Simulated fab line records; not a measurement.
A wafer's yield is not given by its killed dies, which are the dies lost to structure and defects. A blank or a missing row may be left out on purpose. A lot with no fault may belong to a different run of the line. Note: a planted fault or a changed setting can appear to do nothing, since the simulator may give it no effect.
2 desks looking at one fault -- flow n5 finfet -- each desk holds nothing but its own numbers, with what lay behind them at the end

== METROLOGY DESK ==
What the gauges read for every lot (on any tool): the sampled wafers with a number, averaged. If a lot's mean is further than 4 standard deviations from the usual mean, the lot is out of limits and carries the mark OUT (the distance appears in the brackets). Shown here are 7 of its 12 readings, the ones lying furthest out on some lot.
Columns: A = cd nm at N5_BEOL_M3_CD_MEAS_28, usual 25.60 nm; B = DIBL_P at N5_BEOL_M4_RC_MEAS_101, usual 36.7 mV/V; C = IOFF_N at N5_BEOL_M4_RC_MEAS_101, usual 0.17 nA/um; D = ION_P at N5_BEOL_M4_RC_MEAS_101, usual 462 uA/um; E = SS_P at N5_BEOL_M4_RC_MEAS_101, usual 73.4 mV/dec; F = VT_N at N5_BEOL_M4_RC_MEAS_101, usual 249 mV; G = VT_P at N5_BEOL_M4_RC_MEAS_101, usual -250 mV
lot,first seen here,A,B,C,D,E,F,G
L788,day 6 23:51,25.59,33.1,0.12,464,72.9,253,-251
L790,day 7 12:34,25.92,36.5,0.14,457,73.6,250,-257
L792,day 8 02:17,25.71,36.9,0.15,462,73.8,251,-250
L794,day 8 19:26,25.69,37.6,0.20,466,73.9,246,-245
L798,day 10 01:35,25.56,37.9,0.20,462,74.3,244,-251
L804,day 11 05:57,25.27,35.0,0.15,452,72.6,252,-253
L808,day 12 17:35,25.61,37.2,0.16,457,73.7,248,-254
L810,day 13 00:12,25.81,36.4,0.15,457,72.9,250,-251
L811,day 14 09:02,25.70,37.1,0.18,467,73.4,247,-247
This desk's verdict: no lot among the 9 shows anything out of limits.

== AT THE TOOL OWNER'S DESK: rie diel-03 ==
The tool's own readings at N5_BEOL_M3_ETCH_70 (etches SOC in N2/H2, target depth 80 nm, overetch 16 nm, time 120 s): means of the sampled wafers that have a number, for each lot that ran on this tool. If a lot's mean is further than 4 standard deviations from the usual mean, the lot is out of limits and carries the mark OUT (the distance appears in the brackets). It has 8 readings, of which 7 appear: the earliest out of limits, and the ones furthest out on some lot.
Columns: A = bias w at N5_BEOL_M3_ETCH_70, usual 150.0 W; B = chamber pressure mTorr at N5_BEOL_M3_ETCH_70, usual 30.001 mTorr; C = drypump motor current A at N5_BEOL_M3_ETCH_70, usual 5.6 A; D = oes product au at N5_BEOL_M3_ETCH_70, usual 0.59 a.u.; E = run length s at N5_BEOL_M3_ETCH_70, usual 143.6 s; F = showerhead plenum p Torr at N5_BEOL_M3_ETCH_70, usual 2.55 Torr; G = throttle valve pct at N5_BEOL_M3_ETCH_70, usual 17.87 %
lot,first seen here,A,B,C,D,E,F,G
L790,day 7 20:29,149.9,30.047,5.7,0.55,143.5,2.55,17.94
L792,day 8 03:12,149.7,29.996,5.7,0.56,143.8,2.53,17.98
L798,day 10 04:34,149.4,29.995,6.0,0.61,133.1 (-25) OUT,2.53,18.04
L810,day 13 06:25,150.3,29.981,6.2,0.63,143.8,2.49,17.92
L811,day 14 16:59,150.2,30.014,6.3,0.66,143.7,2.50,17.71
This desk's finding: out of limits on L798; first on L798, day 10 04:34 (run length s at N5_BEOL_M3_ETCH_70). L790, L792, L810, L811 stayed within limits.

== TAKEN TOGETHER ==
At day 10 04:34, on L798, the tool owner's desk was in a position to raise an alarm.
Metrology desk: nothing out of limits seen.
The metrology desk has L798 on record, within its limits.
All the named lots went through N5_BEOL_M3_ETCH_70 on rie diel-03.

== WHAT THE SIMULATOR PUT IN ==
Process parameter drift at N5_BEOL_M3_ETCH_70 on rie diel-03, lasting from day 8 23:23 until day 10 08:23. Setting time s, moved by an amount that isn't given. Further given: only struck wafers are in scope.
Shown lots that were struck: L798.
Time in hours from fault onset to the first out-of-limits reading at each desk: the tool owner's desk, 29.
